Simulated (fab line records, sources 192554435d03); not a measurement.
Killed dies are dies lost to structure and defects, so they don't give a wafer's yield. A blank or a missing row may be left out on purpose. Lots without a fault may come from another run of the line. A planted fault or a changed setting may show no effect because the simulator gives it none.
Chamber matching | flow n5_finfet | N5_PASSIVATION_PECVD_00 on pecvd-04: 3 sister chambers
The step deposits SiO2 from SiH4/N2O, target thk 200 nm, time 11.2 s. 3 wafers are shown with their chamber, then 8 later ones without.

WAFERS WITH THEIR CHAMBER
wafer  | chamber | throttle_valve_pct (%)
L085.4 | 2       | 56.4
L086.6 | 1       | 50.9
L089.2 | 0       | 52.3

WAFERS WITHOUT THEIR CHAMBER
wafer  | throttle_valve_pct (%)
L089.4 | 57.0
L089.6 | 52.2
L095.1 | 57.3
L095.4 | 52.3
L095.5 | 50.9
L097.1 | 57.3
L097.2 | 52.1
L097.6 | 56.9

WHICH CHAMBER EACH WENT THROUGH
wafer  | from the rows above     | in truth
L089.4 | 2                       | 2
L089.6 | 0                       | 0
L095.1 | 2                       | 2
L095.4 | 0                       | 0
L095.5 | 1                       | 1
L097.1 | 2                       | 2
L097.2 | can't be placed: 0 or 1 | 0
L097.6 | 2                       | 2
Placed correctly: 7 of 8. Can't be placed from these rows: 1 (the true chamber is among the candidates in 1). Placed wrongly: 0.
How it was worked out, from the rows above alone: a wafer's distance from a chamber is the root of the sum, over the readings, of the square of ((its reading less the chamber's mean) divided by the reading's scatter). The wafer belongs to the nearest chamber; if the next one is less than 2 further off, it can't be placed. A chamber's mean is the mean of its shown wafers. The scatter: with one shown wafer a chamber, the root of the mean of the squares of how far each hidden wafer lies from its nearest shown one.
